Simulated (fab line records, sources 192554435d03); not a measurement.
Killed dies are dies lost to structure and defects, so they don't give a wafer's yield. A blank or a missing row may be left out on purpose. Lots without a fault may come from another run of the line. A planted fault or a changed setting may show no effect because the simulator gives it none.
Split-lot experiment | flow n5_finfet | 7 lots, 21 wafers read, on a route of 1938 steps

THE SPLIT
At N5_BEOL_M2_ETCH_69 (etches SiARC in CF4, target depth 15.6 nm, time 26 s), the setting bias_w was moved away from the recipe's 36 W on 8 of the 21 wafers read, by -17.9% to +11.3%. The other wafers ran this setting at the recipe's value.

The reading is taken at the split's own step.

THE READING
rf_vpp_V, in V, at N5_BEOL_M2_ETCH_69 (etches SiARC in CF4, target depth 15.6 nm, time 26 s). Fault-free wafers of this fab line usually give 184.1 V, standard deviation 1 V.

wafer  | tool, chamber at the split | bias_w as run, W | against the recipe | rf_vpp_V, V | against lot-mates on the recipe
L077.4 | rie_diel-01, 1             | 36               | recipe             | 185.0       | -
L077.5 | rie_diel-01, 2             | 36               | recipe             | 183.1       | -
L077.6 | rie_diel-01, 1             | 36               | recipe             | 184.3       | -
L081.1 | rie_diel-01, 1             | 29.54            | -17.9%             | 162.1       | -20.3
L081.5 | rie_diel-01, 3             | 29.54            | -17.9%             | 162.7       | -19.7
L081.6 | rie_diel-01, 2             | 36               | recipe             | 182.4       | -
L083.3 | rie_diel-04, 1             | 30.04            | -16.6%             | 163.2       | -21.9
L083.4 | rie_diel-04, 2             | 36               | recipe             | 185.1       | -
L083.6 | rie_diel-04, 2             | 30.04            | -16.6%             | 162.9       | -22.2
L084.4 | rie_diel-02, 2             | 36               | recipe             | 183.9       | -
L084.5 | rie_diel-02, 3             | 36               | recipe             | 184.6       | -
L084.6 | rie_diel-02, 0             | 36               | recipe             | 185.6       | -
L088.2 | rie_diel-02, 0             | 40.08            | +11.3%             | 196.2       | +11.0
L088.5 | rie_diel-02, 0             | 36               | recipe             | 186.1       | -
L088.6 | rie_diel-02, 3             | 36               | recipe             | 184.3       | -
L093.2 | rie_diel-01, 2             | 31.41            | -12.7%             | 169.2       | -14.9
L093.3 | rie_diel-01, 0             | 36               | recipe             | 183.2       | -
L093.5 | rie_diel-01, 1             | 36               | recipe             | 184.9       | -
L097.2 | rie_diel-04, 3             | 33.29            | -7.5%              | 174.7       | -10.3
L097.4 | rie_diel-04, 1             | 36               | recipe             | 185.0       | -
L097.5 | rie_diel-04, 0             | 33.29            | -7.5%              | 175.5       | -9.5

THE FIT
A straight line over all 21 wafers: rf_vpp_V changes by +1.22 V for each +1% of bias_w; r = +0.99; the points scatter about the line by 1 V.
The same after taking each lot's own level away (the mean of its wafers on the recipe; 21 wafers): +1.18 V for each +1%; r = +0.99; scatter 1.2 V.
On that fit, the largest move of bias_w shifts the reading by 21 V.
The lots' own levels span 182.40 to 185.20 V, that is 2.8 times the standard deviation above.
So the lot-to-lot level changes the slope little: the two slopes agree.
Check: with one of the wafers moved furthest among these (-17.9%) left out of the fit, the line predicts -21.8 V for it against its lot-mates. It came out at -20.3 V against them.
Tool readings at the split's step, against how far the setting was moved: rf_vpp_V r = +0.99.

OTHER SPLITS ON THESE WAFERS
These wafers also went through other splits before the reading. Each is held against what the fit with the lots' levels taken away leaves over:
other split on the same wafers              | wafers away from the commonest value | r with rf_vpp_V (lot level and that fit taken away)
N5_BEOL_M0_SAQP_ETCH_107 bias_w             | 6                                    | +0.21
N5_BEOL_M0_SAQP_SPACER2_ALD_26 target_thk_a | 12                                   | +0.47
N5_BEOL_M0_ETCH_128 source_w                | 10                                   | +0.45
N5_BEOL_M1_COAT_61 spin_rpm                 | 9                                    | +0.10
N5_BEOL_M2_ILD_DEP_00 time_s                | 4                                    | +0.32

THE FILE'S OWN FIT
rf_vpp_V changes by +1.18 V for each +1% of bias_w, r = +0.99.
